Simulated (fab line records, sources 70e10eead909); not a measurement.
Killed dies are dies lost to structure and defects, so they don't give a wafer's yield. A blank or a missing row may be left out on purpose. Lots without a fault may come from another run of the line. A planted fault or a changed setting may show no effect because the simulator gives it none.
Chamber matching | flow nand_harc | NHARC_P_M1_DESCUM_14 on rie_diel-01: 4 sister chambers
The step chemistry O2, time 3 s. 4 wafers are shown with their chamber, then 6 later ones without.

WAFERS WITH THEIR CHAMBER
wafer  | chamber | showerhead_plenum_p_Torr (Torr)
L138.3 | 1       | 1.86
L138.6 | 2       | 1.86
L143.1 | 3       | 2.02
L143.3 | 0       | 1.85

WAFERS WITHOUT THEIR CHAMBER
wafer  | showerhead_plenum_p_Torr (Torr)
L149.1 | 1.86
L149.2 | 1.84
L149.4 | 1.86
L150.3 | 1.84
L150.4 | 1.86
L150.5 | 1.86

WHICH CHAMBER EACH WENT THROUGH
wafer  | from the rows above          | in truth
L149.1 | can't be placed: 1 or 2 or 0 | 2
L149.2 | can't be placed: 0 or 1 or 2 | 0
L149.4 | can't be placed: 1 or 2 or 0 | 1
L150.3 | can't be placed: 0 or 1 or 2 | 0
L150.4 | can't be placed: 1 or 2 or 0 | 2
L150.5 | can't be placed: 1 or 2 or 0 | 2
Placed correctly: 0 of 6. Can't be placed from these rows: 6 (the true chamber is among the candidates in 6). Placed wrongly: 0.
How it was worked out, from the rows above alone: a wafer's distance from a chamber is the root of the sum, over the readings, of the square of ((its reading less the chamber's mean) divided by the reading's scatter). The wafer belongs to the nearest chamber; if the next one is less than 2 further off, it can't be placed. A chamber's mean is the mean of its shown wafers. The scatter: with one shown wafer a chamber, the root of the mean of the squares of how far each hidden wafer lies from its nearest shown one.
